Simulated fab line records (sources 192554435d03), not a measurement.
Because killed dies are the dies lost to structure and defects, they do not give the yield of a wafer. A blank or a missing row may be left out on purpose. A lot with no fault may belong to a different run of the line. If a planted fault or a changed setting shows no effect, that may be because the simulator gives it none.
Chamber matching	flow n5Finfet	rieDiel-02 running N5_FIN_SAQP_DESCUM_21: 4 sister chambers
The step chemistry O2, time 7.9 s. 4 wafers are shown with their chamber, then 8 later ones without.

## WAFERS PAIRED WITH THEIR CHAMBERS
wafer	chamber	showerheadPlenumPTorr (Torr)
L084.1	0	1.98
L084.3	2	2.22
L084.6	3	2.02
L089.1	1	2.16

## WAFERS WITHOUT THEIR CHAMBER
wafer	showerheadPlenumPTorr (Torr)
L089.2	1.97
L089.4	2.02
L095.1	2.21
L095.2	1.97
L095.3	2.16
L096.1	2.21
L096.3	2.01
L096.4	2.16

## CHAMBER TAKEN BY EACH
wafer	from the rows above	in truth
L089.2	0	0
L089.4	3	3
L095.1	2	2
L095.2	0	0
L095.3	1	1
L096.1	2	2
L096.3	3	3
L096.4	1	1
Correctly placed: 8 of 8. From these rows, 0 cannot be placed. Number placed wrongly: 0.
How it was worked out, from the rows above alone: a wafer's distance from a chamber is the root of the sum, over the readings, of the square of ((its reading less the chamber's mean) divided by the reading's scatter). The wafer belongs to the nearest chamber; if the next one is less than 2 further off, it can't be placed. For every chamber, the mean is computed from those of its wafers that are shown. The scatter: with one shown wafer a chamber, the root of the mean of the squares of how far each hidden wafer lies from its nearest shown one.
